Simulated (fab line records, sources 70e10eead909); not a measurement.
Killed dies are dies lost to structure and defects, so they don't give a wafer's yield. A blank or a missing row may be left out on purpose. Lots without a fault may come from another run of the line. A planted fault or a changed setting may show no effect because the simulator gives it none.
A struck lot beside a sound one | flow nand_harc | 43 steps out of a route of 1302
Sound: wafers L798.1, L798.4, L798.5. Struck: wafers L807.1, L807.4, L807.5. The cause comes at the end.
At each step with rows: each side's tool, then ch and its chambers, then its first start. Under that, the readings that differ: sound wafers | struck wafers | difference of the means | sigmas: that difference in standard deviations of wafers without a fault.
alike: readings whose means differ by less than 2 such deviations, and words and numbers that are the same on both sides. not compared: withheld readings, readings that some wafer has no value for, bounds like >300 that may hide the same value, and numbers for which the record gives no deviation and whose values overlap.
The two part at a step that has a row with sigmas, a row that says differs or no value, or rows on one side only. Numbers that don't overlap but have no deviation are shown without sigmas and don't part them. A reading that every wafer of one side lacks parts them only if that side has two wafers or more.

NHARC_P_STI_OCD_MEAS_17:
  sound on ocd-02, day 3 10:00; struck on ocd-02, day 7 01:07
  alike: trench_depth_nm, trench_foot_cd_nm
then, 3 steps without rows for these wafers: NHARC_P_STI_STRIP_19 (strips in SPM, time 900 s); NHARC_P_STI_PRECLEAN_32 (cleans in SC1); NHARC_P_STI_SRD_23.
NHARC_P_STI_OCD_MEAS_43:
  sound on ocd-01, day 3 10:31; struck on ocd-01, day 7 01:37
  alike: trench_depth_nm, trench_foot_cd_nm
then, 3 steps without rows for these wafers: NHARC_P_STI_OXIDE_33 (material SiO2, target thk 10 nm, ox time 281 s); NHARC_P_STI_HDPCVD_20 (deposits SiO2); NHARC_P_STI_ANNEAL_34 (time 1800 s).
NHARC_P_STI_CMP_21: polishes, t overpolish 20 s, target thk 380.67 nm.
  sound on cmp-01 ch 0,2, day 4 07:28; struck on cmp-03 ch 0,2, day 7 17:46
  alike: motor_current_A, overpolish_run_s
then, 2 steps without rows for these wafers: NHARC_P_STI_SRD_35; NHARC_P_STI_ETCH_36 (etches SiO2 in dHF, target depth 38.8 nm).
NHARC_P_STI_STRIP_24: strips Si3N4 in H3PO4.
  sound on wet_bench-04 ch 1,4,5, day 4 07:51; struck on wet_bench-09 ch 2,3,5, day 7 18:06
then, 4 steps without rows for these wafers: NHARC_P_STI_ETCH_37 (etches SiO2 in dHF, target depth 11 nm); NHARC_P_STI_PRECLEAN_38 (cleans in SC1); NHARC_P_STI_SRD_39; NHARC_P_STI_OXIDE_40 (material SiO2, target thk 10 nm, ox time 1362 s).
NHARC_P_STI_INSPECT_25:
  sound on defect_inspect-02, day 4 15:50; struck on defect_inspect-02, day 8 02:59
  reading          | sound       | struck      | difference | sigmas
  raw_defect_count | 124 155 155 | 587 744 693 | +530       | +7
then, 12 steps without rows for these wafers: NHARC_P_GATE_ETCH_69 (etches SiO2 in dHF, target depth 14 nm); NHARC_P_GATE_PRECLEAN_70 (cleans in SC1); NHARC_P_GATE_SRD_01; NHARC_P_GATE_OXIDE_02 (material SiO2, target thk 37.5 nm, ox time 365 s); NHARC_P_GATE_DEHYDRATE_03 (time 120 s); NHARC_P_GATE_HMDS_04 (time 30 s); NHARC_P_GATE_COAT_05; NHARC_P_GATE_SOFTBAKE_06 (time 95 s); NHARC_P_GATE_EBR_07; NHARC_P_GATE_EXPOSE_08 (exposes mask P HV); NHARC_P_GATE_PEB_09 (peb time 85 s); NHARC_P_GATE_DEVELOP_10 (time 70 s).
NHARC_P_GATE_CD_MEAS_11: target cd 1640 nm.
  sound on cd_sem-01 ch 0, day 5 00:31; struck on cd_sem-03 ch 0, day 8 11:19
  alike: cd_nm
then, 1 step without rows for these wafers: NHARC_P_GATE_HARDBAKE_12 (time 80 s).
NHARC_P_GATE_DESCUM_13: chemistry O2, time 3 s.
  sound on rie_diel-07 ch 0,1,3, day 5 00:41; struck on rie_diel-07 ch 1,2,3, day 8 11:29
  alike: drypump_motor_current_A, oes_product_au, rf_vpp_V, showerhead_plenum_p_Torr, throttle_valve_pct
  not compared: rf_hours_counter_h
then, 6 steps without rows for these wafers: NHARC_P_GATE_ETCH_14 (etches SiO2 in dHF, target depth 48.8 nm); NHARC_P_GATE_STRIP_15 (strips in SPM, time 780 s); NHARC_P_GATE_PRECLEAN_71 (cleans in SC1); NHARC_P_GATE_SRD_72; NHARC_P_GATE_OXIDE_16 (material SiO2, target thk 3 nm, ox time 392 s); NHARC_P_GATE_CVD_17 (deposits poly-Si, target thk 150 nm, time 900 s).
NHARC_P_GATE_HM_DEP_102: deposits aC, target thk 120 nm.
  sound on acl_dep-02 ch 0, day 5 12:50; struck on acl_dep-02 ch 0, day 9 07:56
  alike: throttle_valve_pct
NHARC_P_GATE_DEP_103: deposits SiON, target thk 30 nm.
  sound on pecvd-01 ch 0,2, day 5 13:50; struck on pecvd-02 ch 1,2, day 9 08:39
  alike: heater_power_w
  not compared: since_wet_clean_h
then, 1 step without rows for these wafers: NHARC_P_GATE_DEHYDRATE_18 (time 120 s).
NHARC_P_GATE_INSPECT_28:
  sound on defect_inspect-01, day 5 14:39; struck on defect_inspect-01, day 9 09:25
  reading          | sound | struck      | difference | sigmas
  raw_defect_count | 9 3 0 | 242 261 285 | +259       | +83
-- the record jumps here: 20 days lie between the struck wafers' starts before and after (it left off in module P_GATE and takes up again in module END, whose first step shown is number 1302 of the route) --
NHARC_END_SORT_01:
  sound on prober-01 ch 0, day 24 16:31; struck on prober-02 ch 0, day 29 13:55
  reading             | sound | struck   | difference | sigmas
  killed_at_periphery | 4 5 0 | 59 50 73 | +58        | +24
  alike: killed_at_array, killed_at_other, killed_dies, killed_open, killed_short

WHERE THEY PART
First at NHARC_P_STI_INSPECT_25; last, within this record, at NHARC_END_SORT_01.

WHY: what the simulator had put in
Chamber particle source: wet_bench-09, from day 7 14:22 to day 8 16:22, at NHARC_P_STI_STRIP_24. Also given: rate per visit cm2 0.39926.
